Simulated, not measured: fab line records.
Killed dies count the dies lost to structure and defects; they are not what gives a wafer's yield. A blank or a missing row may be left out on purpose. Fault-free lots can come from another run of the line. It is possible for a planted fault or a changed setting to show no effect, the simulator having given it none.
Matching of chambers | flow n5Finfet | N5_BEOL_M9_DESCUM_33 on rieDiel-03 has 4 sister chambers
The step chemistry O2, time 7 s. 8 wafers are shown with their chamber, then 9 later ones without.

== WAFERS PAIRED WITH THEIR CHAMBERS ==
wafer  | chamber | showerheadPlenumPTorr (Torr) | drypumpMotorCurrentA (A)
L081.3 | 1       | 1.99                         | 5.6
L081.5 | 0       | 2.12                         | 5.8
L087.2 | 2       | 2.07                         | 6.5
L087.3 | 3       | 2.22                         | 5.5
L087.4 | 1       | 1.98                         | 5.6
L093.2 | 2       | 2.07                         | 6.6
L093.4 | 0       | 2.11                         | 5.8
L093.6 | 3       | 2.22                         | 5.5

== WAFERS WHOSE CHAMBER IS MISSING ==
wafer  | showerheadPlenumPTorr (Torr) | drypumpMotorCurrentA (A)
L094.2 | 2.22                         | 5.5
L094.3 | 1.98                         | 5.6
L094.5 | 2.07                         | 6.5
L095.1 | 2.22                         | 5.5
L095.4 | 1.98                         | 5.6
L095.6 | 2.11                         | 5.9
L097.2 | 2.21                         | 5.5
L097.5 | 2.21                         | 5.5
L097.6 | 2.06                         | 6.6

== WHICH CHAMBER EACH ONE RAN IN ==
wafer  | from the rows above | in truth
L094.2 | 3                   | 3
L094.3 | 1                   | 1
L094.5 | 2                   | 2
L095.1 | 3                   | 3
L095.4 | 1                   | 1
L095.6 | 0                   | 0
L097.2 | 3                   | 3
L097.5 | 3                   | 3
L097.6 | 2                   | 2
9 of 9 placed correctly. Not placeable from these rows: 0. Wrongly placed: 0.
How it was worked out, from the rows above alone: a wafer's distance from a chamber is the root of the sum, over the readings, of the square of ((its reading less the chamber's mean) divided by the reading's scatter). If the next closest chamber is less than 2 further off than the closest, the wafer can't be placed; otherwise it belongs to the closest. For every chamber, the mean is computed from those of its wafers that are shown. The scatter: take each reading less its chamber's mean, square it, sum over the shown wafers, divide by the number of wafers less the number of chambers, and take the root.
